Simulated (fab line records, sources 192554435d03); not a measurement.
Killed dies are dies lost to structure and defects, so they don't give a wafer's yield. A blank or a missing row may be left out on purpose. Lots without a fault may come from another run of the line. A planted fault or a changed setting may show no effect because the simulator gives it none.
Chamber matching | flow n5_finfet | N5_GATE_CUT_PECVD_57 on pecvd-02: 3 sister chambers
The step deposits SiNx from SiH4/NH3/N2, target thk 21 nm. 6 wafers are shown with their chamber, then 8 later ones without.

WAFERS WITH THEIR CHAMBER
wafer  | chamber | throttle_valve_pct (%) | showerhead_plenum_p_Torr (Torr)
L089.4 | 0       | 39.6                   | 5.12
L089.6 | 2       | 36.6                   | 5.14
L090.1 | 1       | 40.0                   | 5.11
L090.5 | 2       | 36.8                   | 5.12
L090.6 | 1       | 39.8                   | 5.10
L092.1 | 0       | 39.7                   | 5.12

WAFERS WITHOUT THEIR CHAMBER
wafer  | throttle_valve_pct (%) | showerhead_plenum_p_Torr (Torr)
L092.2 | 36.8                   | 5.14
L092.3 | 39.8                   | 5.11
L092.4 | 39.6                   | 5.11
L092.5 | 39.9                   | 5.10
L092.6 | 36.6                   | 5.13
L096.1 | 37.3                   | 5.12
L096.3 | 40.5                   | 5.12
L096.4 | 37.0                   | 5.13

WHICH CHAMBER EACH WENT THROUGH
wafer  | from the rows above     | in truth
L092.2 | 2                       | 2
L092.3 | can't be placed: 1 or 0 | 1
L092.4 | can't be placed: 0 or 1 | 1
L092.5 | 1                       | 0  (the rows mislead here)
L092.6 | 2                       | 2
L096.1 | 2                       | 2
L096.3 | can't be placed: 1 or 0 | 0
L096.4 | 2                       | 2
Placed correctly: 4 of 8. Can't be placed from these rows: 3 (the true chamber is among the candidates in 3). Placed wrongly: 1.
How it was worked out, from the rows above alone: a wafer's distance from a chamber is the root of the sum, over the readings, of the square of ((its reading less the chamber's mean) divided by the reading's scatter). The wafer belongs to the nearest chamber; if the next one is less than 2 further off, it can't be placed. A chamber's mean is the mean of its shown wafers. The scatter: the root of (the sum of the squares of (reading less its chamber's mean) over the shown wafers, divided by (wafers less chambers)).
